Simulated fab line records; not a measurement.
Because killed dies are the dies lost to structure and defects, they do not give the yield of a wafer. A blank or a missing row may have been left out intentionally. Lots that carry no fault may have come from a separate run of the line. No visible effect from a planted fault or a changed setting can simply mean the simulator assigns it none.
Struck lot and sound lot, side by side ; flow n5 finfet ; 30 out of 1938 route steps
Sound: the wafers L725.2, L725.4, L725.5. Struck: wafer L735.2. (L735.1 of the same lot was not struck and is left out.) The cause comes at the end.
For every step that has rows: the tool of each side, followed by ch and its chambers, followed by its first start. Under that, the readings that differ: sound wafers ; struck wafers ; difference of the means ; sigmas: that difference in standard deviations of wafers without a fault.
alike: same words and numbers on both sides, and readings whose means sit less than 2 such deviations apart. not compared: any withheld reading, any reading some wafer has no value for, any bound like >300 that may hide the same value, and any number with overlapping values for which the record gives no deviation.
The two part at a step that has a row with sigmas, a row that says differs or no value, or rows on one side only. Numbers that don't overlap but have no deviation are shown without sigmas and don't part them. A reading missing from all wafers of one side parts the sides only when that side holds two or more wafers.

N5_BEOL_M14_ETCH_59: etches BARC in N2/H2, target depth 89 nm, overetch 26.7 nm, time 67.9 s.
  sound on rie diel-04 ch 2,3, day 12 08:32; struck on rie diel-05 ch 0, day 14 19:17
reading;sound;struck;difference;sigmas
drypump motor current A (A);5.5 5.7 5.5;6.6;+1.0;+2
  alike: chamber pressure mTorr, oes product au, rf vpp V, showerhead plenum p Torr, throttle valve pct
  not compared: rf hours counter h
N5_BEOL_M14_VIA_ETCH_16: etches SiO2 in C4F8/O2/Ar, target depth 1231.3 nm.
  sound on rie diel-04 ch 2,3, day 12 08:35; struck on rie diel-05 ch 0, day 14 19:21
reading;sound;struck;difference;sigmas
drypump motor current A (A);5.5 5.7 5.5;6.6;+1.0;+2
  alike: chamber pressure mTorr, oes product au, rf vpp V, showerhead plenum p Torr, throttle valve pct
N5_BEOL_M14_STRIP_63: strips in O2.
  sound: rie diel-04 ch 2,3; struck: rie diel-05 ch 0
reading;sound;struck;difference;sigmas
drypump motor current A (A);5.5 5.7 5.5;6.6;+1.0;+2
  alike: chamber pressure mTorr, oes product au, rf vpp V, showerhead plenum p Torr, throttle valve pct
  not compared: rf hours counter h
then, 3 steps without rows for these wafers: N5_BEOL_M14_STRIP_64 (strips in O2); N5_BEOL_M14_STRIP_71 (strips in post etch residue remover, time 60 s); N5_BEOL_M14_SRD_72 (time 30 s, dry time 30 s).
N5_BEOL_M14_CD_MEAS_17: the cd target is 250 nm.
  sound: cd sem-02 at day 12 08:56; struck: cd sem-03 at day 14 19:41
  alike: cd nm
then, 5 steps without rows for these wafers: N5_BEOL_M14_COAT_65 (time 60 s, resist thk 450 nm); N5_BEOL_M14_COAT_66 (time 60 s, resist thk 110 nm); N5_BEOL_M14_COAT_22 (resist thk 300 nm); N5_BEOL_M14_EBR_24; N5_BEOL_M14_SOFTBAKE_23 (time 60 s).
N5_BEOL_M14_EXPOSE_25: exposes mask M14, target cd 280 nm.
  sound on krf scanner-02 ch 0, day 12 09:06; struck on krf scanner-02 ch 0, day 14 19:58
  alike: mask, reticle temp C
then, 3 steps without rows for these wafers: N5_BEOL_M14_PEB_26 (peb time 90 s); N5_BEOL_M14_DEVELOP_27 (develop time 45 s); N5_BEOL_M14_HARDBAKE_32 (time 120 s).
N5_BEOL_M14_CD_MEAS_28: the cd target is 284.4 nm.
  sound on cd sem-02 ch 0, day 12 09:16; struck on cd sem-03 ch 0, day 14 20:09
reading;sound;struck;difference;sigmas
cd nm (nm);284.4 284.0 283.8;289.3;+5.2;+3
N5_BEOL_M14_OVL_MEAS_29:
  sound on overlay-02 ch 0, day 12 09:18; struck on overlay-02 ch 0, day 14 20:11
  alike: M14_OVL
N5_BEOL_M14_INSPECT_30: inspects for defects (macro).
  sound: defect inspect-01 at day 12 09:19; struck: defect inspect-02 at day 14 20:12
  alike: raw defect count
N5_BEOL_M14_DESCUM_33: chemistry O2, time 7.9 s.
  sound on rie diel-04 ch 0,2,3, day 12 09:22; struck on rie diel-03 ch 2, day 14 20:14
reading;sound;struck;difference;sigmas
bias power w (W);19.99 19.92 19.90;20.12;+0.18;+3
throttle valve pct (%);20.60 20.44 20.72;20.04;-0.55;-2
model.BEOL_M14.cd nm (nm);284.6 284 283.8;289.2;+5.1;
  alike: chamber pressure mTorr, drypump motor current A, oes product au, rf vpp V, showerhead plenum p Torr
  not compared: rf hours counter h
then, 1 step without rows for these wafers: N5_BEOL_M14_ETCH_67 (etches SiARC in CF4, target depth 143 nm, time 238.3 s).
N5_BEOL_M14_ETCH_68: etches SOC in N2/H2, time 450 s.
  sound on rie diel-04 ch 0,2,3, day 12 09:33; struck on rie diel-03 ch 2, day 14 20:25
reading;sound;struck;difference;sigmas
chamber pressure mTorr (mTorr);29.985 29.969 30.023;30.078;+0.086;+3
  alike: drypump motor current A, oes product au, rf vpp V, showerhead plenum p Torr, throttle valve pct
  not compared: rf hours counter h
then, 1 step without rows for these wafers: N5_BEOL_M14_STRIP_69 (strips in N2/H2).
N5_BEOL_M14_TRENCH_ETCH_34: etches SiO2 in C4F8/O2/Ar, target depth 556.65 nm, time 126.9 s.
  sound on rie diel-04 ch 0,2,3, day 12 09:49; struck on rie diel-03 ch 2, day 14 20:41
  alike: chamber pressure mTorr, drypump motor current A, oes product au, rf vpp V, showerhead plenum p Torr, throttle valve pct
  not compared: rf hours counter h
then, 1 step without rows for these wafers: N5_BEOL_M14_STRIP_70 (strips in C4F8/O2/Ar).
N5_BEOL_M14_OCD_MEAS_35:
  sound: ocd-01 at day 12 09:59; struck: ocd-02 at day 14 21:48
  alike: trench depth nm
then, 1 step without rows for these wafers: N5_BEOL_M14_STRIP_37 (strips in O2).
N5_BEOL_M14_ETCH_38: etches SiCN in CF4/N2, target depth 106.5 nm, time 120.6 s.
  sound: rie diel-05 ch 1,2; struck: rie diel-04 ch 0
reading;sound;struck;difference;sigmas
drypump motor current A (A);5.1 5.6 5.6;6.4;+1.0;+2
model.BEOL_M14.cd nm (nm);282.2 281.6 282.4;288;+6;
  alike: chamber pressure mTorr, oes product au, rf vpp V, showerhead plenum p Torr, throttle valve pct
  not compared: rf hours counter h
then, 1 step without rows for these wafers: N5_BEOL_M14_PRECLEAN_39 (cleans in residue remover, time 60 s).
N5_PASSIVATION_PROBE_49:
  rows exist in the record for the sound wafers here (prober-01, day 13 13:05), none for the struck ones

## WHERE THEY PART
At N5_BEOL_M14_ETCH_59 first; at N5_PASSIVATION_PROBE_49 last (within this record only).

WHY: what had been put in by the simulator
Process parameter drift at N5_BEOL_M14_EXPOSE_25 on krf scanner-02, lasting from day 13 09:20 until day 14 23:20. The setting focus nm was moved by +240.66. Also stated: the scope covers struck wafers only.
